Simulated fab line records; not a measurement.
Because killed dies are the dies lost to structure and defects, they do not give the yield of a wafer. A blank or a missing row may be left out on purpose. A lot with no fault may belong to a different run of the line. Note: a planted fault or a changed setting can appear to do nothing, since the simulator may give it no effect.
Chamber matching / flow n5Finfet / 4 sister chambers for N5_BEOL_M13_ETCH_67 on rieDiel-06
The step etches SiARC in CF4, target depth 143 nm, time 238.3 s. 4 wafers are shown with their chamber, then 8 later ones without.

WAFERS, EACH WITH ITS CHAMBER
wafer=L092.3; chamber=1; showerheadPlenumPTorr (Torr)=2.17
wafer=L089.2; chamber=3; showerheadPlenumPTorr (Torr)=2.15
wafer=L089.5; chamber=2; showerheadPlenumPTorr (Torr)=2.04
wafer=L091.1; chamber=0; showerheadPlenumPTorr (Torr)=2.19

WAFERS MISSING THEIR CHAMBER
wafer=L091.3; showerheadPlenumPTorr (Torr)=2.04
wafer=L091.4; showerheadPlenumPTorr (Torr)=2.15
wafer=L097.1; showerheadPlenumPTorr (Torr)=2.18
wafer=L097.2; showerheadPlenumPTorr (Torr)=2.17
wafer=L097.6; showerheadPlenumPTorr (Torr)=2.18
wafer=L095.1; showerheadPlenumPTorr (Torr)=2.14
wafer=L095.4; showerheadPlenumPTorr (Torr)=2.04
wafer=L095.6; showerheadPlenumPTorr (Torr)=2.14

WHICH CHAMBER EACH WENT THROUGH
wafer=L091.3; from the rows above=2; in truth=2
wafer=L091.4; from the rows above=3; in truth=3
wafer=L097.1; from the rows above=can't be placed: 0 or 1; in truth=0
wafer=L097.2; from the rows above=1; in truth=1
wafer=L097.6; from the rows above=can't be placed: 0 or 1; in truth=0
wafer=L095.1; from the rows above=3; in truth=3
wafer=L095.4; from the rows above=2; in truth=2
wafer=L095.6; from the rows above=3; in truth=3
Placed correctly: 6 of 8. Cannot be placed on the basis of these rows: 2; the candidates contain the true chamber in 2. Number placed wrongly: 0.
How it was worked out, from the rows above alone: a wafer's distance from a chamber is the root of the sum, over the readings, of the square of ((its reading less the chamber's mean) divided by the reading's scatter). If the next closest chamber is less than 2 further off than the closest, the wafer can't be placed; otherwise it belongs to the closest. Each chamber's mean is taken over the wafers shown for it. The scatter: with one shown wafer a chamber, the root of the mean of the squares of how far each hidden wafer lies from its nearest shown one.
